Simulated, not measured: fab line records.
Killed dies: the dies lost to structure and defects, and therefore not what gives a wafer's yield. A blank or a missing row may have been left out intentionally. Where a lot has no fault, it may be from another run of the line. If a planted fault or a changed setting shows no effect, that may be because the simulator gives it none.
Problem report, 8D (eight disciplines) form, completed by code / flow n5_finfet / the parts of the form that need people (team, actions taken, sign-off) are left out

1. PROBLEM STATEMENT
Mean of time_to_endpoint_s at N5_BEOL_M4_CMP_52: 83.8 s across 4 wafers in 3 lots; on wafers with no fault it is 63.4 s (standard deviation 2.7). Measured from the usual mean, that is +7.5 standard deviations.
The step: polishes, stops on SiOC, t overpolish 6.8 s, target thk 40 nm.
First observed at day 12 01:37: wafer L204.1, on cmp-01. Wafers with a number at this step in the record: 31, from 11 lots. The rule behind "out" and "out of limits": a value lying over 4 standard deviations away from the usual mean. The rest of the wafers with a number are treated as sound.

2. WHAT IT IS, WHAT IT ISN'T
question=which readings at this step | is=time_to_endpoint_s | is not=motor_current_A
question=which lots | is=L204, L206, L207 | is not=L190, L192, L195, L196, L197, L198, L199, L212
question=which wafers of those lots | is=L204.1, L206.1, L206.4, L207.4 | is not=L204.3, L206.3, L207.3
question=read on which tools | is=cmp-01, cmp-04 | is not=cmp-02
question=when | is=from day 12 01:37 | is not=up to then (22 sound wafers); but 5 sound wafers of L206, L207, L212 came after

3. SUSPECTS, AND WHAT RULES EACH OUT
Counting: any tool at a process step up to the reading remains a suspect provided it ran every lot that is out. Sound lots after the first of them don't rule it out here, since some wafers of a struck lot are sound.
- ecd_cu-02 at N5_BEOL_M4_ECD_50 (material Cu, target thk 300 nm): kept. Ran every lot that is out, first one L204 (day 12 01:14); last sound lot up to then L198 (day 10 16:31).
Left after counting: ecd_cu-02 at N5_BEOL_M4_ECD_50.

4. THE CAUSE (what the simulator had put in)
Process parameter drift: ecd_cu-02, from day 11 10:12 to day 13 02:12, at N5_BEOL_M4_ECD_50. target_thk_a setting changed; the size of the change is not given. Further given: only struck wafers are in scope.
This tool alone remained once counting was done.

5. THE CHAIN OF EFFECTS, in route order
Rows list readings where the struck wafers' mean (over those with a number) sits beyond 3 standard deviations from the usual. Only readings for which the record gives a usual standard deviation are gone through. hours: the time from each lot's start at the first step in this table that gives one to its start at this step, as a median over the lots. sigmas: the change in usual standard deviations.
hours=0; step=N5_BEOL_M4_CMP_52; reading=time_to_endpoint_s; usual=63.4 s; on struck wafers=83.8; change=+20.4; sigmas=+7.5
The process steps in it:
- N5_BEOL_M4_CMP_52: polishes, stops on SiOC, t overpolish 6.8 s, target thk 40 nm.
Later measuring or inspecting steps at which every struck wafer that the step has a row for has a number for every such reading, and none has moved that far: N5_BEOL_M4_INSPECT_59, N5_BEOL_M4_RC_MEAS_101.

6. HOW IT WOULD HAVE BEEN CAUGHT EARLIER
15 hours passed between the start of the fault at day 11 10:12 and the first reading out of limits in this record, taken at day 12 01:37.
L206, L207, from the lots that are out (3), started N5_BEOL_M4_ECD_50 on ecd_cu-02 later than day 12 01:37. A hold on the tool at that time would have spared those 2.
